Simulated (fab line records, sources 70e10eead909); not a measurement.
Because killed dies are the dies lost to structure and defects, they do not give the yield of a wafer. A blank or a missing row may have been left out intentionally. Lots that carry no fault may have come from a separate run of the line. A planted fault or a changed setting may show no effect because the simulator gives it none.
A struck lot beside a sound one / flow nand harc / 17 steps out of a route of 1302
Sound: the wafers L307.1, L307.3, L307.4. The struck wafers were L317.2, L317.4. The cause comes at the end.
Each step with rows lists, per side, the tool, then ch with its chambers, then its first start. Under that, the readings that differ: sound wafers / struck wafers / difference of the means / sigmas: that difference in standard deviations of wafers without a fault.
alike: a reading whose means differ by less than 2 such deviations, as well as words and numbers matching on both sides. not compared: withheld readings; readings where some wafer has no value; bounds like >300 that might hide an equal value; numbers whose values overlap and for which the record gives no deviation.
Wherever a step has rows on one side only, a row that says differs or no value, or a row with sigmas, the two part there. Numbers that don't overlap but have no deviation are shown without sigmas and don't part them. Lack of a reading on every wafer of one side parts them only where that side has two or more wafers.

NHARC_A_M1_INSPECT_11:
  sound on defect inspect-02 at day 24 22:49; struck on defect inspect-01 at day 28 16:59
reading=raw defect count; sound=25 23 21; struck=136 165; difference=+128; sigmas=+3
NHARC_A_M1_DESCUM_14: chemistry O2, time 3 s.
  sound on rie diel-11 ch 0,2,3, day 24 22:53; struck on rie diel-08 ch 1,3, day 28 17:03
reading=rf hours counter h (h); sound=3.5 3.5 3.3; struck=6.4 7.8; difference=+3.7; sigmas=
  alike: drypump motor current A, mfc ar sccm, oes product au, rf vpp V, showerhead plenum p Torr, throttle valve pct
NHARC_A_M1_ETCH_35: etches the open film in N2/H2, target depth 40 nm, overetch 12 nm, time 43.94 s.
  sound on rie diel-11 ch 0,2, day 24 22:58; struck on rie diel-08 ch 0,1, day 28 17:07
reading=bias w (W); sound=149.6 149.1 149.8; struck=150.4 151.2; difference=+1.3; sigmas=+3
  alike: drypump motor current A, mfc ar sccm, n2 flow sccm, oes product au, rf vpp V, showerhead plenum p Torr, throttle valve pct
  not compared: rf hours counter h
NHARC_A_M1_ETCH_15: etches the open film in C4F8/Ar, target depth 182.5 nm, time 91.2 s.
  sound on rie diel-11 ch 2,3; struck on rie diel-08 ch 1,3
  alike: bias w, oes product au, rf vpp V
  not compared: rf hours counter h
NHARC_A_M1_CD_MEAS_16:
  sound on cd sem-03 at day 24 23:13; struck on cd sem-02 at day 28 17:21
  alike: cd nm
then, 4 steps without rows for these wafers: NHARC_A_M1_STRIP_18 (strips in N2/H2); NHARC_A_M1_ETCH_28 (etches the open film in CF4/N2, target depth 30 nm, time 72.99 s); NHARC_A_M1_STRIP_19 (strips in post etch residue remover, time 600 s); NHARC_A_M1_DEGAS_29 (time 60 s).
NHARC_A_M1_PRE_CLEAN_30: time 30 s.
  sound on pvd sputter-01; struck on pvd sputter-01
  alike: heater power w
then, 1 step without rows for these wafers: NHARC_A_M1_PVD_20 (deposits TaN, target thk 5 nm, time 8.06 s).
NHARC_A_M1_PVD_21: deposits Cu, target thk 30 nm, time 20.49 s.
  sound on pvd sputter-01; struck on pvd sputter-01
  alike: throttle valve pct
NHARC_A_M1_ECD_22: material Cu, target thk 400 nm.
  sound on ecd cu-02 ch 0,1, day 25 00:17; struck on ecd cu-02 ch 1, day 28 18:25
then, 1 step without rows for these wafers: NHARC_A_M1_ANNEAL_31 (time 90 s).
NHARC_A_M1_CMP_23: polishes, t overpolish 20 s, target thk 154.34 nm.
  sound on cmp-04 ch 0,1,2, day 25 01:02; struck on cmp-02 ch 2,3, day 28 19:08
reading=time to endpoint s (s); sound=32 28 27; struck=18 19; difference=-10; sigmas=-4
  alike: motor current A, retaining ring pressure frac, slurry flow ml min
NHARC_A_M1_THK_MEAS_24: measures by xrf.
  sound on film metro-01 at day 25 01:19; struck on film metro-02 at day 28 19:27
  alike: thk nm
NHARC_END_SORT_01:
  sound on prober-02 ch 0, day 26 11:56; struck on prober-01 ch 0, day 30 08:37
reading=defect limited yield (%); sound=95.9 95.6 96.8; struck=90.7 84.6; difference=-8.4; sigmas=-3
reading=killed at array; sound=22 25 20; struck=61 100; difference=+58; sigmas=+3
reading=killed dies; sound=28 30 22; struck=63 104; difference=+57; sigmas=+3
reading=sort_bin_2_pct (%); sound=1.0 1.9 1.0; struck=2.8 6.9; difference=+3.5; sigmas=+3
reading=sort_bin_3_pct (%); sound=0.1 0 0.4; struck=1.5 1.0; difference=+1.1; sigmas=+3
reading=sort_bin_4_pct (%); sound=3.0 2.5 1.8; struck=5.0 7.4; difference=+3.8; sigmas=+3
reading=sort n pass; sound=649 647 655; struck=614 573; difference=-57; sigmas=-3
reading=sort yield pct (%); sound=95.9 95.6 96.8; struck=90.7 84.6; difference=-8.4; sigmas=-3
  alike: killed at other, killed at periphery, killed open, killed short, sort rim yield pct

## WHERE THEY PART
Last at NHARC_END_SORT_01 as far as this record goes, first at NHARC_A_M1_INSPECT_11.

WHY: whatever the simulator had introduced
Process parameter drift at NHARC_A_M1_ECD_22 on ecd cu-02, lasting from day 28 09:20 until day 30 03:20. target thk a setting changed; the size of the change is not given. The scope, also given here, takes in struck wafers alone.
